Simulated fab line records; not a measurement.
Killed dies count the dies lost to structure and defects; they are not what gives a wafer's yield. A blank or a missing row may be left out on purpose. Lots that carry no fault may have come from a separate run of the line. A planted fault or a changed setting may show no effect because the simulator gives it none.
Chamber matching :: flow n5Finfet :: N5_BEOL_M14_DESCUM_33 on rieDiel-05 has 4 sister chambers
The step chemistry O2, time 7.9 s. 18 wafers are shown with their chamber, then 9 later ones without.

WAFERS PAIRED WITH THEIR CHAMBERS
wafer: L075.3
chamber: 3
showerheadPlenumPTorr (Torr): 2.05
drypumpMotorCurrentA (A): 5.7
throttleValvePct (%): 20.63

wafer: L075.4
chamber: 0
showerheadPlenumPTorr (Torr): 2.01
drypumpMotorCurrentA (A): 5.5
throttleValvePct (%): 20.32

wafer: L075.6
chamber: 3
showerheadPlenumPTorr (Torr): 2.05
drypumpMotorCurrentA (A): 5.7
throttleValvePct (%): 20.63

wafer: L076.2
chamber: 0
showerheadPlenumPTorr (Torr): 2.01
drypumpMotorCurrentA (A): 5.5
throttleValvePct (%): 20.31

wafer: L076.3
chamber: 2
showerheadPlenumPTorr (Torr): 2.20
drypumpMotorCurrentA (A): 6.4
throttleValvePct (%): 20.31

wafer: L076.5
chamber: 2
showerheadPlenumPTorr (Torr): 2.20
drypumpMotorCurrentA (A): 6.5
throttleValvePct (%): 20.29

wafer: L077.2
chamber: 3
showerheadPlenumPTorr (Torr): 2.04
drypumpMotorCurrentA (A): 5.7
throttleValvePct (%): 20.64

wafer: L077.3
chamber: 2
showerheadPlenumPTorr (Torr): 2.20
drypumpMotorCurrentA (A): 6.5
throttleValvePct (%): 20.30

wafer: L077.5
chamber: 0
showerheadPlenumPTorr (Torr): 2.01
drypumpMotorCurrentA (A): 5.4
throttleValvePct (%): 20.32

wafer: L083.4
chamber: 0
showerheadPlenumPTorr (Torr): 2.00
drypumpMotorCurrentA (A): 5.5
throttleValvePct (%): 20.33

wafer: L083.5
chamber: 3
showerheadPlenumPTorr (Torr): 2.04
drypumpMotorCurrentA (A): 5.7
throttleValvePct (%): 20.67

wafer: L083.6
chamber: 2
showerheadPlenumPTorr (Torr): 2.20
drypumpMotorCurrentA (A): 6.5
throttleValvePct (%): 20.32

wafer: L088.1
chamber: 1
showerheadPlenumPTorr (Torr): 2.07
drypumpMotorCurrentA (A): 5.4
throttleValvePct (%): 20.40

wafer: L088.3
chamber: 3
showerheadPlenumPTorr (Torr): 2.04
drypumpMotorCurrentA (A): 5.8
throttleValvePct (%): 20.69

wafer: L088.4
chamber: 3
showerheadPlenumPTorr (Torr): 2.04
drypumpMotorCurrentA (A): 5.7
throttleValvePct (%): 20.69

wafer: L094.2
chamber: 0
showerheadPlenumPTorr (Torr): 2.00
drypumpMotorCurrentA (A): 5.5
throttleValvePct (%): 20.34

wafer: L094.3
chamber: 3
showerheadPlenumPTorr (Torr): 2.03
drypumpMotorCurrentA (A): 5.7
throttleValvePct (%): 20.70

wafer: L094.6
chamber: 2
showerheadPlenumPTorr (Torr): 2.19
drypumpMotorCurrentA (A): 6.5
throttleValvePct (%): 20.35

SIGNATURES (means of the wafers above)
reading: showerheadPlenumPTorr
chamber 0: 2.0060
chamber 1: 2.0700
chamber 2: 2.1980
chamber 3: 2.0414
scatter within a chamber: 0.00589

reading: drypumpMotorCurrentA
chamber 0: 5.480
chamber 1: 5.400
chamber 2: 6.480
chamber 3: 5.714
scatter within a chamber: 0.0419

reading: throttleValvePct
chamber 0: 20.3240
chamber 1: 20.4000
chamber 2: 20.3140
chamber 3: 20.6643
scatter within a chamber: 0.0242
Rule: a wafer's distance from a chamber is the root of the sum, over the readings, of the square of ((its reading less the chamber's mean) divided by the reading's scatter). The wafer belongs to the nearest chamber; if the next one is less than 2 further off, it can't be placed. How the scatter is found: for the shown wafers, subtract from each reading the mean of its chamber, square and add these, divide the total by (wafers less chambers), then take the root.

WAFERS WHOSE CHAMBER IS MISSING
wafer: L089.3
showerheadPlenumPTorr (Torr): 2.19
drypumpMotorCurrentA (A): 6.4
throttleValvePct (%): 20.36

wafer: L089.4
showerheadPlenumPTorr (Torr): 2.00
drypumpMotorCurrentA (A): 5.4
throttleValvePct (%): 20.34

wafer: L089.5
showerheadPlenumPTorr (Torr): 2.00
drypumpMotorCurrentA (A): 5.5
throttleValvePct (%): 20.35

wafer: L095.1
showerheadPlenumPTorr (Torr): 2.19
drypumpMotorCurrentA (A): 6.5
throttleValvePct (%): 20.37

wafer: L095.3
showerheadPlenumPTorr (Torr): 2.07
drypumpMotorCurrentA (A): 5.4
throttleValvePct (%): 20.41

wafer: L095.5
showerheadPlenumPTorr (Torr): 2.03
drypumpMotorCurrentA (A): 5.7
throttleValvePct (%): 20.70

wafer: L096.1
showerheadPlenumPTorr (Torr): 2.19
drypumpMotorCurrentA (A): 6.5
throttleValvePct (%): 20.37

wafer: L096.2
showerheadPlenumPTorr (Torr): 2.07
drypumpMotorCurrentA (A): 5.4
throttleValvePct (%): 20.41

wafer: L096.5
showerheadPlenumPTorr (Torr): 2.00
drypumpMotorCurrentA (A): 5.5
throttleValvePct (%): 20.38

CHAMBER TAKEN BY EACH
wafer: L089.3
from the rows above: 2
in truth: 2

wafer: L089.4
from the rows above: 0
in truth: 0

wafer: L089.5
from the rows above: 0
in truth: 0

wafer: L095.1
from the rows above: 2
in truth: 2

wafer: L095.3
from the rows above: 1
in truth: 1

wafer: L095.5
from the rows above: 3
in truth: 3

wafer: L096.1
from the rows above: 2
in truth: 2

wafer: L096.2
from the rows above: 1
in truth: 1

wafer: L096.5
from the rows above: 0
in truth: 0
9 of 9 placed correctly. From these rows, 0 cannot be placed. 0 placed wrongly.
